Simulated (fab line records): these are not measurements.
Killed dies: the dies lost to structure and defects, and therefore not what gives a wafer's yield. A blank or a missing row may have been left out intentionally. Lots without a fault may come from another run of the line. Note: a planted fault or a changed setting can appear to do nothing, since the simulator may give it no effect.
A lot that was struck, set against a sound lot :: flow nand-harc :: 38 steps out of a route of 1302
Sound: wafers L830.4, L830.5, L830.6. The struck wafers were L828.1, L828.3, L828.6. The cause is given at the end.
Each step with rows lists, per side, the tool, then ch with its chambers, then its first start. Under that, the readings that differ: sound wafers :: struck wafers :: difference of the means :: sigmas: that difference in standard deviations of wafers without a fault.
alike: readings whose means differ by less than 2 such deviations, and words and numbers that are the same on both sides. not compared: withheld readings, readings that some wafer has no value for, bounds like >300 that may hide the same value, and numbers for which the record gives no deviation and whose values overlap.
The two part at a step that has a row with sigmas, a row that says differs or no value, or rows on one side only. Numbers that don't overlap but have no deviation are shown without sigmas and don't part them. A reading missing from all wafers of one side parts the sides only when that side holds two or more wafers.

first, 10 steps without rows for these wafers: NHARC_A_STAIRCASE_HMDS_303 (time 30 s); NHARC_A_STAIRCASE_COAT_304; NHARC_A_STAIRCASE_SOFTBAKE_305 (time 170 s); NHARC_A_STAIRCASE_EBR_306; NHARC_A_STAIRCASE_EXPOSE_307 (exposes mask CHOP 50); NHARC_A_STAIRCASE_PEB_308 (peb time 130 s); NHARC_A_STAIRCASE_DEVELOP_309 (time 140 s); NHARC_A_STAIRCASE_HARDBAKE_311 (time 140 s); NHARC_A_STAIRCASE_DESCUM_312 (chemistry O2, time 3 s); NHARC_A_STAIRCASE_ETCH_313 (etches the open film in CF4/CHF3).
NHARC_A_STAIRCASE_HM_OPEN_463: chemistry O2/COS.
  sound: rie-diel-05 ch 0,3; struck: rie-diel-01 ch 1,3
  alike: cos-flow-sccm, drypump-motor-current-A, oes-product-au, rf-vpp-V, showerhead-plenum-p-Torr, throttle-valve-pct
  not compared: rf-hours-counter-h
NHARC_A_STAIRCASE_STRIP_464: strips in O2/COS.
  sound on rie-diel-05 ch 0,1, day 18 17:53; struck on rie-diel-01 ch 0,1,2, day 17 09:47
then, 2 steps without rows for these wafers: NHARC_A_STAIRCASE_ETCH_453 (etches the open film in CF4/O2, target depth 30 nm, overetch 3 nm, time 16.5 s); NHARC_A_STAIRCASE_ETCH_315 (etches the open film in C4F8/O2/Ar, target depth 2500 nm, time 607.1 s).
NHARC_A_STAIRCASE_STRIP_316: strips in O2.
  sound: rie-diel-05 ch 0,2,3; struck: rie-diel-01 ch 0,3
  alike: drypump-motor-current-A, oes-product-au, rf-vpp-V, showerhead-plenum-p-Torr, throttle-valve-pct
  not compared: rf-hours-counter-h
then, 5 steps without rows for these wafers: NHARC_A_STAIRCASE_STRIP_317 (strips in SPM, time 900 s); NHARC_A_STAIRCASE_PRECLEAN_318 (cleans in SC1); NHARC_A_STAIRCASE_SRD_329; NHARC_A_STAIRCASE_ALD_415 (deposits SiO2, target thk 30 nm, pulse time 6 s, ald cycles 300); NHARC_A_STAIRCASE_ETCHBACK_416 (etches the open film in C4F8/O2/Ar, target depth 36 nm, time 7.2 s).
NHARC_A_STAIRCASE_STRIP_476: strips in O2, time 20 s.
  sound on rie-diel-01 ch 0,1,2, day 18 21:28; struck on rie-diel-06 ch 1,3, day 17 13:20
  alike: drypump-motor-current-A, oes-product-au, rf-vpp-V, showerhead-plenum-p-Torr, throttle-valve-pct
  not compared: rf-hours-counter-h
NHARC_A_STAIRCASE_DEP_417: deposits Si3N4, target thk 60 nm.
  sound on pecvd-01 ch 0,1,2, day 18 21:41; struck on pecvd-03 ch 0,1,2, day 17 13:28
  alike: heater-power-outer-w, heater-power-w, susceptor-temp-C
then, 9 steps without rows for these wafers: NHARC_A_STAIRCASE_WET_418 (chemistry H3PO4, target depth 20 nm); NHARC_A_STAIRCASE_PRECLEAN_419 (cleans in SC1); NHARC_A_STAIRCASE_SRD_421; NHARC_A_STAIRCASE_ALD_420 (deposits SiO2, target thk 20 nm, pulse time 6 s, ald cycles 200); NHARC_A_STAIRCASE_CVD_552 (deposits SiNx, target thk 40 nm); NHARC_A_STAIRCASE_DEP_151 (deposits SiO2, target thk 7200 nm); NHARC_A_STAIRCASE_ANNEAL_320 (time 1800 s); NHARC_A_STAIRCASE_DEP_322 (deposits SiO2, target thk 7200 nm); NHARC_A_STAIRCASE_ANNEAL_323 (time 1800 s).
NHARC_A_STAIRCASE_DEP_325: deposits SiO2, target thk 7200 nm.
  sound on pecvd-03 ch 0,1,2, day 19 23:53; struck on pecvd-04 ch 0,1, day 18 20:54
  alike: heater-power-outer-w, heater-power-w, susceptor-temp-C
then, 5 steps without rows for these wafers: NHARC_A_STAIRCASE_ANNEAL_326 (time 1800 s); NHARC_A_STAIRCASE_DEHYDRATE_433 (time 120 s); NHARC_A_STAIRCASE_HMDS_434 (time 30 s); NHARC_A_STAIRCASE_COAT_435; NHARC_A_STAIRCASE_SOFTBAKE_436 (time 170 s).
-- the record jumps here: 6 days lie between the struck wafers' starts before and after (it left off in module A_STAIRCASE and takes up again in module END, whose first step shown is number 1302 of the route) --
NHARC_END_SORT_01:
  here the record holds rows for the struck wafers (prober-02 ch 0, day 25 03:18) but none for the sound ones

== WHERE THEY PART ==
At NHARC_END_SORT_01 and nowhere else, as far as this record goes.

WHY: the cause the simulator had injected
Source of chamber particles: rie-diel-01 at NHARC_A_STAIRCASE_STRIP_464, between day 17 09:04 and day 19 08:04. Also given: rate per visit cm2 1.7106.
